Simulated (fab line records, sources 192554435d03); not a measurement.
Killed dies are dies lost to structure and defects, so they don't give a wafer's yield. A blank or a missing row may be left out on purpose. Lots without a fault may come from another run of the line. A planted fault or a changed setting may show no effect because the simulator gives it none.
Chamber matching | flow n5_finfet | N5_BEOL_M13_DEP_53 on pecvd-02: 3 sister chambers
The step deposits SiCN from 3MS/NH3, target thk 50 nm, time 17.8 s. 3 wafers are shown with their chamber, then 11 later ones without.

WAFERS WITH THEIR CHAMBER
wafer  | chamber | throttle_valve_pct (%)
L082.1 | 2       | 16.4
L085.6 | 0       | 17.8
L087.3 | 1       | 18.6

WAFERS WITHOUT THEIR CHAMBER
wafer  | throttle_valve_pct (%)
L087.4 | 16.8
L087.5 | 18.1
L084.2 | 16.5
L084.4 | 18.0
L084.6 | 18.5
L091.1 | 16.5
L091.2 | 18.5
L091.3 | 18.0
L097.2 | 18.0
L097.4 | 16.7
L097.5 | 18.0

WHICH CHAMBER EACH WENT THROUGH
wafer  | from the rows above     | in truth
L087.4 | 2                       | 2
L087.5 | can't be placed: 0 or 1 | 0
L084.2 | 2                       | 2
L084.4 | can't be placed: 0 or 1 | 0
L084.6 | 1                       | 1
L091.1 | 2                       | 2
L091.2 | 1                       | 1
L091.3 | can't be placed: 0 or 1 | 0
L097.2 | can't be placed: 0 or 1 | 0
L097.4 | 2                       | 2
L097.5 | can't be placed: 0 or 1 | 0
Placed correctly: 6 of 11. Can't be placed from these rows: 5 (the true chamber is among the candidates in 5). Placed wrongly: 0.
How it was worked out, from the rows above alone: a wafer's distance from a chamber is the root of the sum, over the readings, of the square of ((its reading less the chamber's mean) divided by the reading's scatter). The wafer belongs to the nearest chamber; if the next one is less than 2 further off, it can't be placed. A chamber's mean is the mean of its shown wafers. The scatter: with one shown wafer a chamber, the root of the mean of the squares of how far each hidden wafer lies from its nearest shown one.
